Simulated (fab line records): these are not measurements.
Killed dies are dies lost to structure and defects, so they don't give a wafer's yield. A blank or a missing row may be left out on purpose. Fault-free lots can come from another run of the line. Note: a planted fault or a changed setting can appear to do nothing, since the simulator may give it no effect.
Matching of chambers	flow n5_finfet	N5_BEOL_M5_CURE_79 on uv_cure-03 has 3 sister chambers
The step cures SiCOH lowk, time 240 s. 3 wafers are shown with their chamber, then 7 later ones without.

## WAFERS, EACH WITH ITS CHAMBER
wafer	chamber	wafer_temp_C_max
L087.5	0	386.0
L088.5	2	386.6
L093.4	1	386.2

## WAFERS WITHOUT THEIR CHAMBER
wafer	wafer_temp_C_max
L093.6	386.2
L094.2	386.8
L094.4	386.7
L094.5	386.0
L095.3	386.7
L095.5	386.3
L095.6	386.2

## EACH ONE'S CHAMBER
wafer	from the rows above	in truth
L093.6	1	1
L094.2	2	2
L094.4	2	2
L094.5	0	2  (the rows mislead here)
L095.3	2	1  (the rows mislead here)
L095.5	1	1
L095.6	1	1
Correctly placed: 5 of 7. Number that these rows cannot place: 0. Placed wrongly: 2.
How it was worked out, from the rows above alone: a wafer's distance from a chamber is the root of the sum, over the readings, of the square of ((its reading less the chamber's mean) divided by the reading's scatter). If the next closest chamber is less than 2 further off than the closest, the wafer can't be placed; otherwise it belongs to the closest. A chamber's mean is the mean of its shown wafers. The scatter: with one shown wafer a chamber, the root of the mean of the squares of how far each hidden wafer lies from its nearest shown one.
